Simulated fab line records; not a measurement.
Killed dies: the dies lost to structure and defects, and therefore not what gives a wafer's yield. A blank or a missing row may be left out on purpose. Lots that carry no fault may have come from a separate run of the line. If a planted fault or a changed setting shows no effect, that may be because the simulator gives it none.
Comparing a struck lot with a sound one :: flow nand_harc :: 14 steps out of a route of 1302
Sound: these wafers, L499.1, L499.5, L499.6. Struck: wafer L518.5. (L518.2, L518.4 of the same lot were not struck and are left out.) The cause comes at the end.
Order at every step that has rows: each side's tool, ch and its chambers, its first start. Under that, the readings that differ: sound wafers :: struck wafers :: difference of the means :: sigmas: that difference in standard deviations of wafers without a fault.
alike: readings whose means differ by less than 2 such deviations, and words and numbers that are the same on both sides. not compared: withheld readings, readings that some wafer has no value for, bounds like >300 that may hide the same value, and numbers for which the record gives no deviation and whose values overlap.
The two part at a step that has a row with sigmas, a row that says differs or no value, or rows on one side only. Numbers that have no deviation but don't overlap get no sigmas and don't part them. A reading missing from all wafers of one side parts the sides only when that side holds two or more wafers.

first, 7 steps without rows for these wafers: NHARC_P_BONDPAD_COAT_36 (time 65 s); NHARC_P_BONDPAD_COAT_03 (resist thk 600 nm); NHARC_P_BONDPAD_SOFTBAKE_04 (time 70 s); NHARC_P_BONDPAD_EBR_05; NHARC_P_BONDPAD_EXPOSE_06 (exposes mask P BPAD); NHARC_P_BONDPAD_PEB_07 (peb time 80 s); NHARC_P_BONDPAD_DEVELOP_08 (time 50 s).
NHARC_P_BONDPAD_CD_MEAS_09: the cd target is 500 nm.
  sound on cd_sem-01 ch 0, day 7 02:47; struck on cd_sem-01 ch 0, day 14 22:25
  alike: cd_nm
NHARC_P_BONDPAD_OVL_MEAS_38:
  sound: overlay-01 at day 7 02:52; struck: overlay-02 at day 14 22:29
  alike: overlay_x_nm, overlay_y_nm
then, 1 step without rows for these wafers: NHARC_P_BONDPAD_HARDBAKE_10 (time 65 s).
NHARC_P_BONDPAD_DESCUM_11: chemistry O2, time 3 s.
  sound on rie_diel-08 ch 2,3, day 7 03:00; struck on rie_diel-12 ch 1, day 14 22:37
reading: rf_vpp_V (V)
sound: 58.4 58.3 58.5
struck: 56.1
difference: -2.3
sigmas: -3

reading: showerhead_plenum_p_Torr (Torr)
sound: 1.98 1.98 1.93
struck: 1.83
difference: -0.13
sigmas: -2
  alike: drypump_motor_current_A, oes_product_au, throttle_valve_pct
  not compared: rf_hours_counter_h
NHARC_P_BONDPAD_ETCH_37: etches the open film in N2/H2, target depth 60 nm, overetch 18 nm, time 65.91 s.
  sound on rie_diel-08 ch 1,2, day 7 03:05; struck on rie_diel-12 ch 2, day 14 22:42
  alike: drypump_motor_current_A, h2_flow_sccm, oes_product_au, rf_vpp_V, showerhead_plenum_p_Torr, throttle_valve_pct
  not compared: rf_hours_counter_h
NHARC_P_BONDPAD_ETCH_12: etches the open film in CHF3/O2, target depth 200 nm, time 100 s.
  sound on rie_diel-08 ch 0,1, day 7 03:10; struck on rie_diel-12 ch 0, day 14 22:47
reading: drypump_motor_current_A (A)
sound: 6.3 6.1 6.3
struck: 5.2
difference: -1.0
sigmas: -3

reading: oes_product_au (a.u.)
sound: 0.906 0.922 0.928
struck: 0.837
difference: -0.082
sigmas: -4

reading: throttle_valve_pct (%)
sound: 20.575 20.577 20.575
struck: 20.552
difference: -0.024
sigmas: -3
  alike: rf_vpp_V, showerhead_plenum_p_Torr
  not compared: rf_hours_counter_h
NHARC_P_BONDPAD_CD_MEAS_13:
  sound: cd_sem-01 at day 7 03:18; struck: cd_sem-02 at day 14 22:56
  alike: cd_nm

WHERE THEY PART
At NHARC_P_BONDPAD_DESCUM_11 first; at NHARC_P_BONDPAD_ETCH_12 last (within this record only). Later steps at which nothing parts them and some readings are alike: NHARC_P_BONDPAD_CD_MEAS_13.

WHY: what the simulator had put in
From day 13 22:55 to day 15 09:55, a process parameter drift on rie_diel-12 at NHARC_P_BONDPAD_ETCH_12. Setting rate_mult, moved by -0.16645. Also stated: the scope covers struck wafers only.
